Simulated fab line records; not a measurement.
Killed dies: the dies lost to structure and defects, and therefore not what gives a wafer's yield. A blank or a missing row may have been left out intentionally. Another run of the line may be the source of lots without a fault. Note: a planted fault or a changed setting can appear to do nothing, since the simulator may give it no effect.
The tool behind it: which one? / flow n5-finfet / at 1 step of a route of 1938, 15 lots with 45 wafers sampled

## WHAT THE GAUGES READ, wafer by wafer
N5_SDB_THK_MEAS_31. Usual: SDB_THK gives 64.6 nm (standard deviation 1.2).
lot=L299; measured=day 3 22:06; on=film-metro-01; SDB_THK (nm)=64.9 63.4 64.5; flag=
lot=L300; measured=day 4 04:01; on=film-metro-02; SDB_THK (nm)=64.2 64.4 64.1; flag=
lot=L302; measured=day 4 16:43; on=film-metro-02; SDB_THK (nm)=65.4 65.6 64.0; flag=
lot=L303; measured=day 4 21:37; on=film-metro-02; SDB_THK (nm)=64.8 66.3 65.5; flag=
lot=L304; measured=day 5 06:01; on=film-metro-01; SDB_THK (nm)=65.2 65.5 66.3; flag=
lot=L305; measured=day 5 09:45; on=film-metro-02; SDB_THK (nm)=62.7 65.0 65.1; flag=
lot=L307; measured=day 6 02:09; on=film-metro-01; SDB_THK (nm)=64.2 65.9 63.6; flag=
lot=L315; measured=day 7 21:14; on=film-metro-02; SDB_THK (nm)=65.3 66.0 62.5; flag=
lot=L316; measured=day 8 05:25; on=film-metro-02; SDB_THK (nm)=63.6 64.5 65.9; flag=
lot=L317; measured=day 8 09:25; on=film-metro-01; SDB_THK (nm)=66.3 63.9 62.5; flag=
lot=L318; measured=day 8 17:04; on=film-metro-02; SDB_THK (nm)=64.7 65.0 63.3; flag=
lot=L319; measured=day 8 23:51; on=film-metro-01; SDB_THK (nm)=64.7 65.6 65.5; flag=
lot=L320; measured=day 9 04:18; on=film-metro-01; SDB_THK (nm)=66.7 63.0 64.8; flag=
lot=L321; measured=day 9 10:43; on=film-metro-02; SDB_THK (nm)=64.2 63.5 64.5; flag=
lot=L322; measured=day 9 15:29; on=film-metro-02; SDB_THK (nm)=64.9 62.1 65.3; flag=

## EACH LOT AND THE TOOL THAT RAN IT (in order: tool; ch and the chambers of the sampled wafers; start)
Record: no process step prior to these readings.

## WHAT THE TOOLS THEMSELVES READ (means of the sampled wafers that have a number; where no wafer has one, the mark that the record gives instead)
The record holds no such reading with a usual standard deviation.

## THE ANSWER, worked out from the rows above alone
Rule: a lot counts as off when the mean over its wafers that have a number is more than 3 standard deviations away from the usual mean. Also off: a lot with no number at a reading for which 4 or more lots have one. All remaining lots with rows at the step are treated as sound. Order of review: gauges by route order, followed by the tools' own readings, for which a lot's mean as printed above is used. The first step at which some lot is off is used, and at that step the reading that is off furthest; a lot without a number counts as furthest.
Across all readings shown, no lot is off: no conclusion can be drawn from this.

## WHAT WAS PUT IN BY THE SIMULATOR
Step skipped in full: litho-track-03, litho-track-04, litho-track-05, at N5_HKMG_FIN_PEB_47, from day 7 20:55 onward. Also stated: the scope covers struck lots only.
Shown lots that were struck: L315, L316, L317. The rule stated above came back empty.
